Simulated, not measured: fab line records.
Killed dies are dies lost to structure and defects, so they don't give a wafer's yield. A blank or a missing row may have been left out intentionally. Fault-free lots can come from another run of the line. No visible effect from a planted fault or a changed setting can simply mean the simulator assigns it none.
A lot that was struck, set against a sound lot | flow n5Finfet | 16 steps out of a route of 1938
Sound: these wafers, L517.1, L517.2, L517.4. Struck: wafer L524.6; the same lot's L524.5 was not struck, so it is left out; see the end for the cause.
At each step with rows: each side's tool, then ch and its chambers, then its first start. Under that, the readings that differ: sound wafers | struck wafers | difference of the means | sigmas: that difference in standard deviations of wafers without a fault.
alike: readings with means less than 2 such deviations apart, plus words and numbers identical on both sides. not compared: withheld readings, readings lacking a value on some wafer, bounds such as >300 that could conceal the same value, and numbers that have no deviation in the record and whose values overlap.
Wherever a step has rows on one side only, a row that says differs or no value, or a row with sigmas, the two part there. Non-overlapping numbers with no deviation appear without sigmas and do not part them. A reading missing from all wafers of one side parts the sides only when that side holds two or more wafers.

first, 3 steps without rows for these wafers: N5_BEOL_M0_WET_ETCH_106 (etches SiO2 in DHF, target depth 130 nm, rinse time 30 s); N5_BEOL_M0_ETCH_128 (etches SiCN in CF4/N2, target depth 12 nm, overetch 5.1 nm, time 21.4 s); N5_BEOL_M0_TRENCH_ETCH_107 (etches SiOC in C4F6/O2, target depth 32.8 nm, time 16.4 s).
N5_BEOL_M0_STRIP_142: strips in N2/H2, time 10 s.
  sound on rieDiel-05 ch 1,2,3, day 7 08:46; struck on rieDiel-02 ch 3, day 9 05:34
reading              | sound             | struck | difference | sigmas
throttleValvePct (%) | 23.15 23.56 23.30 | 23.94  | +0.60      | +2
  alike: drypumpMotorCurrentA, oesProductAu, rfVppV, showerheadPlenumPTorr
  not compared: rfHoursCounterH
N5_BEOL_M0_OCD_MEAS_108:
  struck on ocd-02, day 9 05:37; sound on ocd-02, day 7 08:51
  alike: trenchDepthNm
then, 2 steps without rows for these wafers: N5_BEOL_M0_HM_STRIP_129 (strips TiN in peroxide tin strip, target depth 17 nm, time 108 s); N5_BEOL_M0_SRD_130 (time 30 s).
N5_BEOL_M0_ETCH_109: etches SiCN in CH3F/O2, target depth 8 nm, overetch 2.4 nm, time 27.4 s.
  sound on rieDiel-05 ch 0,1,2, day 7 08:58; struck on rieDiel-03 ch 2, day 9 05:48
  alike: drypumpMotorCurrentA, oesProductAu, rfVppV, showerheadPlenumPTorr, throttleValvePct
  not compared: rfHoursCounterH
then, 2 steps without rows for these wafers: N5_BEOL_M0_STRIP_139 (strips in post etch residue remover, time 60 s); N5_BEOL_M0_SRD_111 (time 30 s).
N5_BEOL_M0_DEGAS_112: time 60 s.
  struck on pvdSputter-03, day 9 06:08; sound on pvdSputter-01, day 7 09:34
  alike: heaterPowerW
N5_BEOL_M0_PRE_CLEAN_113: time 30 s.
  struck on pvdSputter-03, day 9 06:11; sound on pvdSputter-01, day 7 09:37
  alike: heaterPowerW
N5_BEOL_M0_ALD_136: deposits TaN, pulse time 2 s, purge time 3 s, co reactant purge time 2 s.
  sound on aldMetal-01 ch 0,3, day 7 09:45; struck on aldMetal-01 ch 2, day 9 06:20
reading                  | sound | struck | difference | sigmas
coReactantPulseTimeS (s) | 3 3 3 | 3.6315 | +0.6315    | 
  alike: chamberPressureTorr, heaterPowerW, precursorVesselCarrierSccm
N5_BEOL_M0_SURFACE_TREAT_137:
  struck on pvdSputter-02, day 9 06:29; sound on pvdSputter-02, day 7 10:02
  not compared: throttleValvePct
-- the record jumps here: 3 days lie between the struck wafers' starts before and after (it left off in module BEOL_M0 and takes up again in module BEOL_M4, whose first step shown is number 1111 of the route) --
N5_BEOL_M4_RC_MEAS_101:
  sound on prober-02 ch 0, day 10 13:08; struck on prober-01 ch 0, day 12 11:38
reading       | sound       | struck | difference | sigmas
ION_N (uA/um) | 684 680 671 | 658    | -20        | -2
ION_P (uA/um) | 470 467 466 | 452    | -16        | -3
  alike: DIBL_N, DIBL_P, IOFF_N, IOFF_P, SS_N, SS_P, VT_N, VT_P
-- a jump in the record: the struck wafers' starts before and after are 5 days apart (it breaks off in module BEOL_M4 and resumes in module PASSIVATION, where the first step shown is number 1936 of the route) --
N5_PASSIVATION_PROBE_49:
  struck on prober-01, day 17 05:23; sound on prober-01, day 15 06:06
  alike: defectLimitedYield, killed_at_M0_to_M3, killed_at_M4_up, killedAtContacts, killedAtFrontEnd, killedAtOther, killedDies, killedOnRim, killedOpen, killedShort, sort_bin_5_function, sort_bin_6_memory, sortNPass, sortYieldPct

## WHERE THEY PART
At N5_BEOL_M0_STRIP_142 first; at N5_BEOL_M4_RC_MEAS_101 last (within this record only). Later steps at which nothing parts them and some readings are alike: N5_PASSIVATION_PROBE_49.

WHY: what the simulator had put in
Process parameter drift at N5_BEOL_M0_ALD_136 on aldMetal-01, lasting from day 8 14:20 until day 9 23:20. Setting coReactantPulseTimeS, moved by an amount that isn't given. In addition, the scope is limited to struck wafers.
